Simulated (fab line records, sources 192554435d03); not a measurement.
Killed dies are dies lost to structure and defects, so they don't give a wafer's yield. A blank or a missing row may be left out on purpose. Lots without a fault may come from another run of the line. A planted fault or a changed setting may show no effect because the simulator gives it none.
Chamber matching | flow n5_finfet | N5_FIN_CUT_CUT_ETCH_28 on rie_si-05: 4 sister chambers
The step etches Si in HBr/Cl2/O2, target depth 6 nm, time 2.4 s. 33 wafers are shown with their chamber, then 12 later ones without.

WAFERS WITH THEIR CHAMBER
wafer  | chamber | drypump_motor_current_A (A) | throttle_valve_pct (%) | oes_product_au (a.u.)
L074.2 | 1       | 6.4                         | 37.25                  | 1.005
L074.4 | 3       | 6.1                         | 37.25                  | 1.010
L074.5 | 3       | 6.1                         | 37.24                  | 1.012
L075.1 | 2       | 4.9                         | 37.03                  | 1.034
L075.3 | 1       | 6.4                         | 37.27                  | 1.006
L075.6 | 1       | 6.4                         | 37.26                  | 1.004
L077.2 | 3       | 6.1                         | 37.25                  | 1.012
L077.3 | 2       | 4.9                         | 37.01                  | 1.036
L077.6 | 2       | 4.9                         | 37.00                  | 1.029
L078.2 | 2       | 5.0                         | 37.02                  | 1.033
L078.3 | 0       | 5.6                         | 37.33                  | 0.989
L078.5 | 0       | 5.6                         | 37.33                  | 1.003
L079.1 | 0       | 5.6                         | 37.33                  | 1.001
L079.4 | 2       | 4.9                         | 37.00                  | 1.032
L079.6 | 0       | 5.6                         | 37.34                  | 0.993
L082.1 | 1       | 6.4                         | 37.26                  | 1.005
L082.2 | 2       | 5.0                         | 36.99                  | 1.032
L082.4 | 3       | 6.1                         | 37.24                  | 1.010
L084.1 | 0       | 5.6                         | 37.33                  | 0.992
L084.5 | 3       | 6.1                         | 37.24                  | 1.016
L084.6 | 0       | 5.6                         | 37.33                  | 0.991
L085.4 | 0       | 5.6                         | 37.32                  | 0.998
L085.5 | 1       | 6.4                         | 37.24                  | 1.006
L085.6 | 0       | 5.6                         | 37.31                  | 0.991
L088.1 | 1       | 6.4                         | 37.25                  | 1.004
L088.2 | 2       | 5.0                         | 37.01                  | 1.025
L088.6 | 3       | 6.1                         | 37.25                  | 1.022
L089.1 | 1       | 6.4                         | 37.26                  | 1.005
L089.3 | 2       | 4.9                         | 37.01                  | 1.027
L089.5 | 3       | 6.1                         | 37.24                  | 1.015
L092.1 | 1       | 6.4                         | 37.26                  | 1.008
L092.2 | 2       | 4.9                         | 36.99                  | 1.034
L092.6 | 2       | 4.9                         | 37.02                  | 1.030

SIGNATURES (means of the wafers above)
reading                 | chamber 0 | chamber 1 | chamber 2 | chamber 3 | scatter within a chamber
drypump_motor_current_A | 5.600     | 6.400     | 4.930     | 6.100     | 0.0269
throttle_valve_pct      | 37.3275   | 37.2563   | 37.0080   | 37.2443   | 0.00995
oes_product_au          | 0.99475   | 1.00537   | 1.03120   | 1.01386   | 0.00379
Rule: a wafer's distance from a chamber is the root of the sum, over the readings, of the square of ((its reading less the chamber's mean) divided by the reading's scatter). The wafer belongs to the nearest chamber; if the next one is less than 2 further off, it can't be placed. The scatter: the root of (the sum of the squares of (reading less its chamber's mean) over the shown wafers, divided by (wafers less chambers)).

WAFERS WITHOUT THEIR CHAMBER
wafer  | drypump_motor_current_A (A) | throttle_valve_pct (%) | oes_product_au (a.u.)
L094.1 | 6.1                         | 37.26                  | 1.017
L094.5 | 5.6                         | 37.33                  | 0.989
L094.6 | 6.4                         | 37.27                  | 1.009
L095.2 | 6.1                         | 37.25                  | 1.012
L095.3 | 5.6                         | 37.33                  | 1.000
L095.5 | 5.6                         | 37.31                  | 0.998
L096.1 | 5.0                         | 37.02                  | 1.031
L096.2 | 6.4                         | 37.27                  | 1.000
L096.5 | 6.4                         | 37.27                  | 1.009
L097.2 | 6.4                         | 37.24                  | 1.008
L097.3 | 6.1                         | 37.24                  | 1.025
L097.6 | 6.2                         | 37.25                  | 1.016

WHICH CHAMBER EACH WENT THROUGH
wafer  | from the rows above | in truth
L094.1 | 3                   | 3
L094.5 | 0                   | 0
L094.6 | 1                   | 1
L095.2 | 3                   | 3
L095.3 | 0                   | 0
L095.5 | 0                   | 0
L096.1 | 2                   | 2
L096.2 | 1                   | 1
L096.5 | 1                   | 1
L097.2 | 1                   | 1
L097.3 | 3                   | 3
L097.6 | 3                   | 3
Placed correctly: 12 of 12. Can't be placed from these rows: 0. Placed wrongly: 0.
